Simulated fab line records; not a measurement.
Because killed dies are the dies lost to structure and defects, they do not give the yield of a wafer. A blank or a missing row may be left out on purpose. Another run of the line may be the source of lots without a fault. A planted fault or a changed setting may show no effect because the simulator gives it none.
Which tool did it?    flow nandHarc    13 lots, 39 wafers sampled, at 5 steps of a route of 1159

## WHAT THE GAUGES SHOWED, per wafer
NHARC_HYBRID_BOND_OVL_MEAS_05.
lot   measured      on          overlayXNm (nm)  overlayYNm (nm)
L632  day 19 09:14  overlay-01  -6 -13 -24       -26 30 55
L635  day 19 09:14  overlay-02  -22 -45 -14      -24 -9 -58
L636  day 20 01:02  overlay-01  31 6 -35         -32 47 14
L634  day 20 01:04  overlay-02  -12 -33 -82      -2 -78 14
L633  day 19 17:37  overlay-02  27 66 -2         56 5 22
L637  day 19 17:37  overlay-01  -34 -11 -13      -40 21 -34
L638  day 20 20:09  overlay-01  -8 -11 43        58 44 27
L640  day 21 00:17  overlay-01  32 -6 -10        3 3 29
L639  day 21 07:07  overlay-02  47 -67 0         10 5 -39
L642  day 21 00:17  overlay-02  -14 10 -90       3 -21 61
L651  day 24 00:32  overlay-02  -90 54 -69       -24 46 34
L653  day 24 13:50  overlay-01  -38 51 48        11 64 34
L652  day 24 05:50  overlay-01  -32 10 42        -23 -2 18

NHARC_THIN_TSV_THK_MEAS_02: measures by ir.
lot   measured      on            thkNm (nm)
L632  day 19 16:58  filmMetro-02  3056 3052 3020
L635  day 19 18:09  filmMetro-02  2965 3351 3241
L636  day 20 02:43  filmMetro-02  2511 2767 3124
L634  day 20 03:56  filmMetro-01  3052 2857 3017
L633  day 19 19:21  filmMetro-02  2700 2708 2885
L637  day 19 20:34  filmMetro-02  3415 2838 2887
L638  day 20 21:51  filmMetro-02  3276 2928 3162
L640  day 21 01:59  filmMetro-01  2850 3089 2658
L639  day 21 08:48  filmMetro-01  2649 3198 3211
L642  day 21 03:11  filmMetro-02  3282 3268 3259
L651  day 24 02:13  filmMetro-01  3138 3083 3343
L653  day 24 15:34  filmMetro-02  3167 2982 2784
L652  day 24 07:30  filmMetro-01  3162 2864 2703

NHARC_END_SORT_01.
lot   measured      on         killedAtArray  killedAtOther  killedAtPeriphery  killedDies  killedOpen  killedShort
L640  day 22 01:56  prober-01  45 74 85       1 2 1          0 0 1              46 76 87    3 2 2       1 2 3

## TOOL THAT RAN EACH LOT (tool first, then ch and the chambers of the sampled wafers, then the start)
lot   NHARC_A_STAIRCASE_DEP_151        NHARC_THIN_TSV_DEP_47
L632  pecvd-01 ch 0,1,2, day 13 03:38  pecvd-03 ch 0,1,2, day 19 19:52
L635  pecvd-02 ch 0,1, day 13 14:03    pecvd-01 ch 0,1,2, day 19 21:04
L636  pecvd-02 ch 0,2, day 13 18:27    pecvd-01 ch 0,2, day 20 06:49
L634  pecvd-01 ch 0,1,2, day 13 18:33  pecvd-04 ch 1,2, day 20 07:09
L633  pecvd-03 ch 0,1,2, day 13 18:47  pecvd-04 ch 0,1,2, day 19 22:22
L637  pecvd-01 ch 0,1,2, day 13 23:05  pecvd-03 ch 0,1, day 19 23:20
L638  pecvd-01 ch 0,1, day 15 03:47    pecvd-01 ch 1,2, day 21 00:38
L640  pecvd-01 ch 0,1,2, day 15 07:53  pecvd-04 ch 0,1, day 21 04:59
L639  pecvd-02 ch 0,1, day 15 12:46    pecvd-03 ch 0,1, day 21 11:44
L642  pecvd-02 ch 0,1,2, day 15 13:26  pecvd-04 ch 0,1,2, day 21 05:57
L651  pecvd-02 ch 0,2, day 18 00:39    pecvd-01 ch 0,1, day 24 05:25
L653  pecvd-01 ch 0,1, day 18 07:36    pecvd-04 ch 0,1, day 24 19:04
L652  pecvd-02 ch 0,2, day 18 07:42    pecvd-03 ch 0,2, day 24 10:42
- NHARC_A_STAIRCASE_DEP_151: deposits SiO2, target thk 3800 nm.
- NHARC_THIN_TSV_DEP_47: deposits SiO2, target thk 200 nm.

## WHAT THE TOOLS THEMSELVES READ (means of the sampled wafers that have a number; where no wafer has one, the mark that the record gives instead)
NHARC_A_STAIRCASE_DEP_151.
lot   tool      heaterPowerW (W)
L632  pecvd-01  591
L635  pecvd-02  726
L636  pecvd-02  701
L634  pecvd-01  618
L633  pecvd-03  612
L637  pecvd-01  647
L638  pecvd-01  642
L640  pecvd-01  622
L639  pecvd-02  740
L642  pecvd-02  696
L651  pecvd-02  710
L653  pecvd-01  644
L652  pecvd-02  704

NHARC_THIN_TSV_DEP_47.
lot   tool      chamberPressureTorr (Torr)  throttleValvePct (%)
L632  pecvd-03  6.497                       16.3
L635  pecvd-01  6.484                       15.8
L636  pecvd-01  6.505                       15.8
L634  pecvd-04  6.491                       16.0
L633  pecvd-04  6.496                       16.0
L637  pecvd-03  6.487                       16.9
L638  pecvd-01  6.503                       15.5
L640  pecvd-04  6.507                       16.1
L639  pecvd-03  6.497                       16.6
L642  pecvd-04  6.504                       16.2
L651  pecvd-01  6.492                       16.6
L653  pecvd-04  6.489                       16.0
L652  pecvd-03  6.491                       15.8

## THE ANSWER, worked out from the rows above alone
Rule: what is usual is taken from the lots themselves. The widest of any qualifying gaps counts: lots, ordered by their means at a reading, are off when they make up no more than a third of the lots, leave a main group of 4 or more, and stand apart from it by 3 or more times the standard deviation of that group's means. The tables above print the reading to a certain number of digits; a main group whose means all agree to those digits is not used. Also off: a lot with no number at a reading for which 4 or more lots have one. All remaining lots with rows at the step are treated as sound. The gauges are gone through in route order, then the tools' own readings, and for those a lot's mean is taken as printed above. The first step at which some lot is off is used, and at that step the reading that is off furthest; a lot without a number counts as furthest.
Across all readings shown, no lot is off: no conclusion can be drawn from this.

## WHAT THE SIMULATOR HAD INSERTED
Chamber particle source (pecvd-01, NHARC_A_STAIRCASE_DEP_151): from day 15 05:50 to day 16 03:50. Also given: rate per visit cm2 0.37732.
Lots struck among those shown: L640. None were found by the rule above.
